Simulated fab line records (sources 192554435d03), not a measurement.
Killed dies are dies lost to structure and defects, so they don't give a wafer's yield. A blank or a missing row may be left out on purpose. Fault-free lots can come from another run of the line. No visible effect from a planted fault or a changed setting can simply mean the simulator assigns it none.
Comparing a struck lot with a sound one :: flow n5 finfet :: 35 steps out of a route of 1938
Sound: the wafers L374.1, L374.4, L374.5. Struck: wafer L386.3 (left out: L386.1, L386.4 of the same lot, which were not struck); the cause appears at the end.
Per side, at each step with rows, come the tool, then ch with its chambers, and then its first start. Under that, the readings that differ: sound wafers :: struck wafers :: difference of the means :: sigmas: that difference in standard deviations of wafers without a fault.
alike: readings with means less than 2 such deviations apart, plus words and numbers identical on both sides. not compared: withheld readings, readings lacking a value on some wafer, bounds such as >300 that could conceal the same value, and numbers that have no deviation in the record and whose values overlap.
A row with sigmas, a row that says differs or no value, or rows on one side alone: a step with any of these is where the two part. When numbers do not overlap yet have no deviation, they are printed without sigmas and do not part them. A reading missing from all wafers of one side parts the sides only when that side holds two or more wafers.

first, 10 steps without rows for these wafers: N5_BEOL_M8_DESCUM_33 (chemistry O2, time 7 s); N5_BEOL_M8_ETCH_72 (etches underlayer in N2/H2, target depth 6.5 nm, time 5.2 s); N5_BEOL_M8_ETCH_65 (etches SiARC in CF4, target depth 15.6 nm, time 26 s); N5_BEOL_M8_ETCH_66 (etches SOC in N2/H2, target depth 80 nm, overetch 16 nm, time 120 s); N5_BEOL_M8_STRIP_69 (strips in N2/H2); N5_BEOL_M8_STRIP_73 (strips in N2/H2); N5_BEOL_M8_VIA_ETCH_34 (etches SiCOH lowk in C4F6/O2, target depth 125.5 nm, time 50.5 s); N5_BEOL_M8_STRIP_76 (strips in C4F6/O2); N5_BEOL_M8_STRIP_36 (strips in N2/H2); N5_BEOL_M8_TRENCH_ETCH_37 (etches SiCOH lowk in C4F6/O2, target depth 93.478 nm, time 31.2 s).
N5_BEOL_M8_ETCH_41: etches SiCN in CH3F/O2, target depth 31.9 nm, time 57.8 s.
  sound on rie diel-06 ch 0,1,3, day 10 13:45; struck on rie diel-02 ch 0, day 13 08:22
  alike: chamber pressure mTorr, drypump motor current A, oes product au, rf vpp V, showerhead plenum p Torr, throttle valve pct
  not compared: rf hours counter h
then, 23 steps without rows for these wafers: N5_BEOL_M8_STRIP_80 (strips in N2/H2, time 10 s); N5_BEOL_M8_HM_STRIP_39 (strips TiN in peroxide tin strip, target depth 25 nm, time 158 s); N5_BEOL_M8_SRD_40 (time 30 s); N5_BEOL_M8_PRECLEAN_42 (cleans in residue remover, time 60 s); N5_BEOL_M8_SRD_43 (time 30 s); N5_BEOL_M8_CURE_75 (cures SiCOH lowk, time 120 s); N5_BEOL_M8_DEGAS_44 (time 60 s); N5_BEOL_M8_PRE_CLEAN_45 (time 30 s); N5_BEOL_M8_ALD_77 (deposits TaN, target thk 2 nm, pulse time 2 s, purge time 3 s); N5_BEOL_M8_SURFACE_TREAT_79; N5_BEOL_M8_CVD_78 (deposits Co from CCTBA/H2, target thk 2 nm, time 142.3 s); N5_BEOL_M8_SPUTTER_48 (material Cu, target thk 10 nm, time 1.667 s); N5_BEOL_M8_ECD_50 (material Cu, target thk 300 nm); N5_BEOL_M8_ANNEAL_51 (time 90 s); N5_BEOL_M8_CMP_52 (polishes, stops on SiCOH lowk, t overpolish 6.9 s, target thk 80 nm); N5_BEOL_M8_PRE_CLEAN_55 (time 15 s); N5_BEOL_M8_DEP_56 (deposits SiCN from 3MS/NH3, target thk 10 nm, time 17.5 s); N5_BEOL_M9_ILD_DEP_00 (deposits SiCOH lowk from DEMS/porogen, target thk 308.51 nm, time 58 s); N5_BEOL_M9_CURE_71 (cures SiCOH lowk, time 240 s); N5_BEOL_M9_PECVD_70 (deposits SiO2 from TEOS/O2, target thk 20 nm, time 22.7 s); N5_BEOL_M9_HM_DEP_02 (deposits TiN, target thk 20 nm); N5_BEOL_M9_COAT_59 (time 60 s, resist thk 100 nm); N5_BEOL_M9_COAT_60 (time 60 s, resist thk 30 nm).
-- here the record skips 3 days between the struck wafers' starts before and after, leaving off in module BEOL_M9 and picking up in module PASSIVATION (first step shown: number 1936 of the route) --
N5_PASSIVATION_PROBE_49:
  the record has rows for the struck wafers here (prober-02, day 16 15:34) and none for the sound ones

== WHERE THEY PART ==
Only at N5_PASSIVATION_PROBE_49, as far as this record shows.

WHY: the cause the simulator had injected
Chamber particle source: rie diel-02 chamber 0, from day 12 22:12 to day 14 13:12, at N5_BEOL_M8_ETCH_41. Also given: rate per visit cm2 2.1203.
